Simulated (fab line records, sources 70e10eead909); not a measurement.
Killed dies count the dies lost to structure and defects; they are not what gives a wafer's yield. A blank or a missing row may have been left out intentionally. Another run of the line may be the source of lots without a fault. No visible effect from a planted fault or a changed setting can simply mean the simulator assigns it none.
Which tool was responsible? ; flow nand_harc ; 72 wafers from 24 lots sampled at 6 of the route's 1302 steps

WHAT EACH GAUGE READ, for each wafer
NHARC_A_DECK1_JOINT_INSPECT_05. Usual: raw_defect_count at 331, with a standard deviation of 120.
lot;measured;on;raw_defect_count;flag
L074;day 12 16:23;defect_inspect-02;272 249 294;
L075;day 12 16:26;defect_inspect-01;171 248 188;
L076;day 13 11:43;defect_inspect-02;474 241 231;
L077;day 14 02:15;defect_inspect-02;427 232 408;
L078;day 14 04:25;defect_inspect-02;285 384 464;
L079;day 14 19:23;defect_inspect-02;337 172 249;
L080;day 15 01:28;defect_inspect-01;350 245 432;
L081;day 15 07:52;defect_inspect-02;212 327 289;
L083;day 15 23:13;defect_inspect-01;295 304 373;
L082;day 15 23:10;defect_inspect-02;379 290 262;
L084;day 16 11:45;defect_inspect-02;315 149 258;
L085;day 17 06:31;defect_inspect-02;350 547 410;
L087;day 17 17:36;defect_inspect-02;331 263 268;
L086;day 17 17:31;defect_inspect-01;210 248 290;
L088;day 18 10:27;defect_inspect-01;339 323 309;
L089;day 18 10:26;defect_inspect-02;163 372 245;
L090;day 19 14:08;defect_inspect-01;583 599 484;
L091;day 19 14:07;defect_inspect-02;441 328 441;
L092;day 20 03:32;defect_inspect-01;634 350 281;
L093;day 20 03:36;defect_inspect-01;522 318 572;
L095;day 21 04:22;defect_inspect-01;332 404 360;
L094;day 21 11:08;defect_inspect-01;262 259 241;
L096;day 21 16:57;defect_inspect-01;311 363 352;
L097;day 21 16:57;defect_inspect-02;486 610 348;

EACH LOT AND THE TOOL THAT RAN IT (in order: tool; ch and the chambers of the sampled wafers; start)
lot;NHARC_A_CHANNEL_HOLE_D1_DEP_00;NHARC_A_CHANNEL_HOLE_D1_DEP_01;NHARC_A_CHANNEL_HOLE_D1_ETCH_22;NHARC_A_CHANNEL_HOLE_D1_ETCH_33;NHARC_A_CHANNEL_FILL_D1_STRIP_29
L074;acl_dep-03 ch 0, day 8 14:37;pecvd-04 ch 0,2, day 8 15:55;har_etch-01 ch 0,1, day 8 19:32;har_etch-01 ch 0,1, day 8 22:31;rie_diel-04 ch 0,1, day 12 16:23 or earlier
L075;acl_dep-01 ch 0, day 8 15:36;pecvd-02 ch 0,1, day 8 16:56;har_etch-02 ch 0,1, day 8 20:41;har_etch-02 ch 0,1, day 8 23:40;rie_diel-12 ch 0,3, day 12 16:26 or earlier
L076;acl_dep-01 ch 0, day 9 07:51;pecvd-04 ch 1,2, day 9 09:46;har_etch-02 ch 0,1, day 9 12:48;har_etch-02 ch 0,1, day 9 15:55;rie_diel-04 ch 1,2,3, day 13 11:43 or earlier
L077;acl_dep-02 ch 0, day 9 16:40;pecvd-02 ch 0,2, day 9 18:17;har_etch-02 ch 0,1, day 9 21:13;har_etch-02 ch 0,1, day 10 00:15;rie_diel-12 ch 0,1,3, day 14 02:15 or earlier
L078;acl_dep-02 ch 0, day 10 01:47;pecvd-04 ch 0,1,2, day 10 03:43;har_etch-01 ch 0,1, day 10 06:35;har_etch-01 ch 0,1, day 10 09:41;rie_diel-04 ch 0,1,2, day 14 04:25 or earlier
L079;acl_dep-01 ch 0, day 10 19:37;pecvd-01 ch 0,1, day 10 21:35;har_etch-01 ch 0,1, day 11 00:31;har_etch-01 ch 0,1, day 11 03:38;rie_diel-12 ch 0,1,3, day 14 19:23 or earlier
L080;acl_dep-02 ch 0, day 11 01:20;pecvd-02 ch 1,2, day 11 03:18;har_etch-01 ch 0,1, day 11 06:17;har_etch-01 ch 0,1, day 11 09:24;rie_diel-12 ch 0,1,3, day 15 01:28 or earlier
L081;acl_dep-01 ch 0, day 11 09:13;pecvd-01 ch 1,2, day 11 10:55;har_etch-02 ch 0,1, day 11 13:58;har_etch-02 ch 0,1, day 11 17:01;rie_diel-12 ch 0,1, day 13 14:52
L083;acl_dep-01 ch 0, day 11 23:43;pecvd-04 ch 0,1,2, day 12 01:02;har_etch-02 ch 0,1, day 12 05:53;har_etch-02 ch 0,1, day 12 08:52;rie_diel-12 ch 0,3, day 15 23:13 or earlier
L082;acl_dep-01 ch 0, day 12 01:19;pecvd-04 ch 0,2, day 12 02:56;har_etch-01 ch 0, day 12 07:52;har_etch-01 ch 0, day 12 10:54;rie_diel-04 ch 0,2, day 14 07:10
L084;acl_dep-01 ch 0, day 12 14:37;pecvd-02 ch 0,2, day 12 16:17;har_etch-01 ch 0, day 12 19:19;har_etch-01 ch 0, day 12 22:22;rie_diel-12 ch 0,1,2, day 16 11:45 or earlier
L085;acl_dep-03 ch 0, day 12 23:57;pecvd-04 ch 1,2, day 13 01:36;har_etch-01 ch 0,1, day 13 04:37;har_etch-01 ch 0,1, day 13 07:39;rie_diel-04 ch 0,3, day 17 06:31 or earlier
L087;acl_dep-01 ch 0, day 13 11:52;pecvd-04 ch 0,2, day 13 13:48;har_etch-02 ch 0,1, day 13 18:46;har_etch-02 ch 0,1, day 13 21:52;rie_diel-12 ch 0,1,2, day 17 17:36 or earlier
L086;acl_dep-02 ch 0, day 13 13:23;pecvd-04 ch 0,2, day 13 15:17;har_etch-01 ch 0,1, day 13 19:20;har_etch-01 ch 0,1, day 13 22:26;rie_diel-06 ch 0,2,3, day 17 17:31 or earlier
L088;acl_dep-01 ch 0, day 14 11:55;pecvd-02 ch 0,2, day 14 13:31;har_etch-01 ch 1, day 14 16:29;har_etch-01 ch 1, day 14 19:36;rie_diel-04 ch 0,1, day 18 10:27 or earlier
L089;acl_dep-03 ch 0, day 14 11:59;pecvd-04 ch 0,1,2, day 14 13:03;har_etch-02 ch 0,1, day 14 16:11;har_etch-02 ch 0,1, day 14 19:12;rie_diel-12 ch 0,1,3, day 16 14:46
L090;acl_dep-01 ch 0, day 15 07:50;pecvd-04 ch 1,2, day 15 09:44;har_etch-02 ch 1, day 15 12:40;har_etch-02 ch 1, day 15 15:43;rie_diel-06 ch 2,3, day 19 14:08 or earlier
L091;acl_dep-02 ch 0, day 15 13:02;pecvd-02 ch 0,1,2, day 15 15:00;har_etch-02 ch 0,1, day 15 18:01;har_etch-02 ch 0,1, day 15 21:02;rie_diel-06 ch 0,2,3, day 19 14:07 or earlier
L092;acl_dep-03 ch 0, day 15 22:58;pecvd-01 ch 1,2, day 16 00:37;har_etch-01 ch 0,1, day 16 06:25;har_etch-01 ch 0,1, day 16 09:27;rie_diel-06 ch 0,2,3, day 18 06:26
L093;acl_dep-02 ch 0, day 16 06:13;pecvd-02 ch 1,2, day 16 08:10;har_etch-01 ch 0,1, day 16 11:05;har_etch-01 ch 0,1, day 16 14:13;rie_diel-06 ch 0,2,3, day 20 03:36 or earlier
L095;acl_dep-03 ch 0, day 16 22:41;pecvd-04 ch 1,2, day 17 00:36;har_etch-02 ch 0,1, day 17 13:05;har_etch-02 ch 0,1, day 17 16:13;rie_diel-12 ch 0,1,2, day 21 04:22 or earlier
L094;acl_dep-01 ch 0, day 17 00:27;pecvd-04 ch 1,2, day 17 02:05;har_etch-01 ch 0,1, day 17 14:02;har_etch-01 ch 0,1, day 17 17:03;rie_diel-06 ch 1,2,3, day 21 11:08 or earlier
L096;acl_dep-03 ch 0, day 17 12:35;pecvd-04 ch 0,2, day 17 14:11;har_etch-02 ch 0,1, day 17 21:31;har_etch-02 ch 0,1, day 18 00:34;rie_diel-04 ch 0,1,3, day 21 16:57 or earlier
L097;acl_dep-01 ch 0, day 17 16:32;pecvd-04 ch 0,2, day 17 17:55;har_etch-01 ch 0,1, day 17 22:08;har_etch-01 ch 0,1, day 18 01:07;rie_diel-04 ch 0,1,3, day 21 16:57 or earlier
- NHARC_A_CHANNEL_HOLE_D1_DEP_00: deposits aC, target thk 3100 nm.
- NHARC_A_CHANNEL_HOLE_D1_DEP_01: deposits SiON, target thk 140 nm.
- NHARC_A_CHANNEL_HOLE_D1_ETCH_22: etches the open film in C4F8/O2/Ar, time 666.7 s, target depth 1600 nm.
- NHARC_A_CHANNEL_HOLE_D1_ETCH_33: etches the open film in C4F8/O2/Ar, time 90 s, target depth 400 nm.
- NHARC_A_CHANNEL_FILL_D1_STRIP_29: strips in O2, time 20 s.

AS READ BY THE TOOLS THEMSELVES (means over the sampled wafers that have a number; for cases with no such wafer, the mark the record gives instead)
NHARC_A_CHANNEL_HOLE_D1_DEP_00. Usual: throttle_valve_pct at 35.001 %, with a standard deviation of 0.0095.
lot;tool;throttle_valve_pct (%);flag
L074;acl_dep-03;34.996;
L075;acl_dep-01;34.999;
L076;acl_dep-01;34.993;
L077;acl_dep-02;35.001;
L078;acl_dep-02;35.008;
L079;acl_dep-01;35.006;
L080;acl_dep-02;35.007;
L081;acl_dep-01;35.000;
L083;acl_dep-01;35.000;
L082;acl_dep-01;35.001;
L084;acl_dep-01;35.012;
L085;acl_dep-03;34.997;
L087;acl_dep-01;34.995;
L086;acl_dep-02;35.009;
L088;acl_dep-01;34.997;
L089;acl_dep-03;35.001;
L090;acl_dep-01;35.001;
L091;acl_dep-02;35.008;
L092;acl_dep-03;34.999;
L093;acl_dep-02;34.994;
L095;acl_dep-03;35.001;
L094;acl_dep-01;34.996;
L096;acl_dep-03;35.004;
L097;acl_dep-01;35.001;

NHARC_A_CHANNEL_HOLE_D1_DEP_01. Usual: heater_power_w 733 W, standard deviation 120; rf_fwd_power_W 348.5 W, standard deviation 1.1.
lot;tool;heater_power_w (W);rf_fwd_power_W (W);flag
L074;pecvd-04;737;349.3;
L075;pecvd-02;646;348.3;
L076;pecvd-04;764;347.9;
L077;pecvd-02;770;348.2;
L078;pecvd-04;691;348.2;
L079;pecvd-01;829;349.7;
L080;pecvd-02;740;348.1;
L081;pecvd-01;739;348.3;
L083;pecvd-04;681;348.1;
L082;pecvd-04;666;348.0;
L084;pecvd-02;748;347.6;
L085;pecvd-04;815;348.7;
L087;pecvd-04;835;348.4;
L086;pecvd-04;717;349.3;
L088;pecvd-02;759;349.3;
L089;pecvd-04;739;349.0;
L090;pecvd-04;695;349.2;
L091;pecvd-02;800;348.2;
L092;pecvd-01;676;348.9;
L093;pecvd-02;803;348.9;
L095;pecvd-04;795;349.1;
L094;pecvd-04;721;349.1;
L096;pecvd-04;665;348.6;
L097;pecvd-04;858;348.1;

NHARC_A_CHANNEL_HOLE_D1_ETCH_22. Usual: c4f8_flow_sccm 89.33 sccm, standard deviation 0.26; drypump_motor_current_A 5.6 A, standard deviation 0.47; showerhead_plenum_p_Torr 3.64 Torr, standard deviation 0.12; throttle_valve_pct 32.155 %, standard deviation 0.0081.
lot;tool;c4f8_flow_sccm (sccm);drypump_motor_current_A (A);showerhead_plenum_p_Torr (Torr);throttle_valve_pct (%);flag
L074;har_etch-01;89.06;6.0;3.68;32.156;
L075;har_etch-02;89.47;5.3;3.55;32.159;
L076;har_etch-02;88.99;5.3;3.55;32.155;
L077;har_etch-02;89.79;5.2;3.65;32.158;
L078;har_etch-01;89.43;5.6;3.70;32.145;
L079;har_etch-01;89.24;5.6;3.69;32.151;
L080;har_etch-01;89.21;6.0;3.67;32.160;
L081;har_etch-02;89.25;5.3;3.54;32.156;
L083;har_etch-02;89.34;5.3;3.53;32.157;
L082;har_etch-01;89.36;5.3;3.71;32.148;
L084;har_etch-01;89.26;5.3;3.71;32.153;
L085;har_etch-01;89.33;5.6;3.67;32.163;
L087;har_etch-02;89.27;5.2;3.62;32.157;
L086;har_etch-01;89.53;6.0;3.65;32.152;
L088;har_etch-01;89.07;6.3;3.61;32.149;
L089;har_etch-02;89.14;5.3;3.51;32.154;
L090;har_etch-02;89.51;5.4;3.41;32.147;
L091;har_etch-02;89.38;5.3;3.51;32.157;
L092;har_etch-01;89.53;5.7;3.65;32.150;
L093;har_etch-01;89.32;6.0;3.63;32.159;
L095;har_etch-02;89.04;5.2;3.78;32.156;
L094;har_etch-01;89.35;5.6;3.64;32.150;
L096;har_etch-02;89.61;5.3;3.85;32.156;
L097;har_etch-01;89.57;6.0;3.61;32.164;

NHARC_A_CHANNEL_HOLE_D1_ETCH_33. Usual: c4f8_flow_sccm 41.71 sccm, standard deviation 0.13; drypump_motor_current_A 5.5 A, standard deviation 0.46; rf_fwd_power_W 1988 W, standard deviation 6.2; showerhead_plenum_p_Torr 3.68 Torr, standard deviation 0.13; throttle_valve_pct 27.620 %, standard deviation 0.0088.
lot;tool;c4f8_flow_sccm (sccm);drypump_motor_current_A (A);rf_fwd_power_W (W);showerhead_plenum_p_Torr (Torr);throttle_valve_pct (%);flag
L074;har_etch-01;41.84;6.0;1993;3.72;27.616;
L075;har_etch-02;41.69;5.3;1992;3.59;27.625;
L076;har_etch-02;41.67;5.3;1984;3.59;27.621;
L077;har_etch-02;41.61;5.2;1979;3.69;27.618;
L078;har_etch-01;41.74;5.6;1994;3.74;27.623;
L079;har_etch-01;41.64;5.6;1994;3.73;27.617;
L080;har_etch-01;41.88;6.0;1993;3.70;27.624;
L081;har_etch-02;41.80;5.3;1986;3.57;27.628;
L083;har_etch-02;41.76;5.3;1990;3.57;27.620;
L082;har_etch-01;41.68;5.4;1993;3.75;27.612;
L084;har_etch-01;41.62;5.3;1988;3.74;27.611;
L085;har_etch-01;41.64;5.6;1991;3.71;27.623;
L087;har_etch-02;41.83;5.2;1983;3.66;27.621;
L086;har_etch-01;41.73;6.0;1990;3.68;27.619;
L088;har_etch-01;41.74;6.3;1993;3.65;27.613;
L089;har_etch-02;41.80;5.3;1985;3.55;27.614;
L090;har_etch-02;41.77;5.4;1985;3.44;27.621;
L091;har_etch-02;41.79;5.3;1987;3.54;27.619;
L092;har_etch-01;41.61;5.6;1990;3.69;27.623;
L093;har_etch-01;41.78;6.0;1989;3.66;27.615;
L095;har_etch-02;41.61;5.2;1984;3.82;27.626;
L094;har_etch-01;41.63;5.7;1989;3.68;27.616;
L096;har_etch-02;41.67;5.3;1992;3.89;27.623;
L097;har_etch-01;41.62;6.0;1990;3.65;27.623;

NHARC_A_CHANNEL_FILL_D1_STRIP_29. Usual: drypump_motor_current_A 5.8 A, standard deviation 0.62; oes_product_au 1.000 a.u., standard deviation 0.017; rf_vpp_V 57.6 V, standard deviation 0.89; showerhead_plenum_p_Torr 3.48 Torr, standard deviation 0.12; throttle_valve_pct 17.036 %, standard deviation 0.009.
lot;tool;drypump_motor_current_A (A);oes_product_au (a.u.);rf_vpp_V (V);showerhead_plenum_p_Torr (Torr);throttle_valve_pct (%);flag
L074;rie_diel-04;5.4;0.993;57.5;3.66;17.034;
L075;rie_diel-12;5.3;0.981;57.5;3.48;17.033;
L076;rie_diel-04;6.0;0.989;57.0;3.50;17.034;
L077;rie_diel-12;5.6;0.990;58.2;3.54;17.040;
L078;rie_diel-04;5.5;1.001;58.6;3.53;17.040;
L079;rie_diel-12;5.6;0.996;57.8;3.54;17.032;
L080;rie_diel-12;5.6;0.994;56.5;3.54;17.033;
L081;rie_diel-12;5.6;1.006;57.9;3.56;17.037;
L083;rie_diel-12;5.4;0.985;57.4;3.48;17.040;
L082;rie_diel-04;5.2;1.007;56.9;3.41;17.031;
L084;rie_diel-12;5.2;1.012;58.7;3.52;17.040;
L085;rie_diel-04;5.7;1.021;58.0;3.38;17.038;
L087;rie_diel-12;5.2;1.012;58.0;3.52;17.035;
L086;rie_diel-06;6.6;0.997;57.4;3.44;17.033;
L088;rie_diel-04;5.4;0.996;58.3;3.66;17.032;
L089;rie_diel-12;5.6;1.006;57.3;3.54;17.043;
L090;rie_diel-06;6.6;1.010;56.6;3.50;17.028;
L091;rie_diel-06;6.6;1.004;58.3;3.43;17.036;
L092;rie_diel-06;6.6;1.000;58.4;3.43;17.033;
L093;rie_diel-06;6.6;0.994;57.9;3.43;17.039;
L095;rie_diel-12;5.2;1.022;57.5;3.52;17.030;
L094;rie_diel-06;6.3;1.000;57.6;3.43;17.037;
L096;rie_diel-04;5.6;0.990;57.2;3.52;17.035;
L097;rie_diel-04;5.6;0.995;58.2;3.52;17.034;

THE ANSWER, worked out from the rows above alone
Rule: a lot is off if the mean of its wafers that have a number lies more than 3 standard deviations from the usual mean. Also off: a lot with no number at a reading for which 4 or more lots have one. Any other lot the step has rows for is counted as sound. First the gauges in route order, then the tools' own readings, where a lot's mean is used as printed above. At the first step where some lot is off, the reading lying furthest off is the one used; lots without a number count as furthest.
No lot is off at any reading shown: from this, nothing can be told.

WHAT THE SIMULATOR HAD INSERTED
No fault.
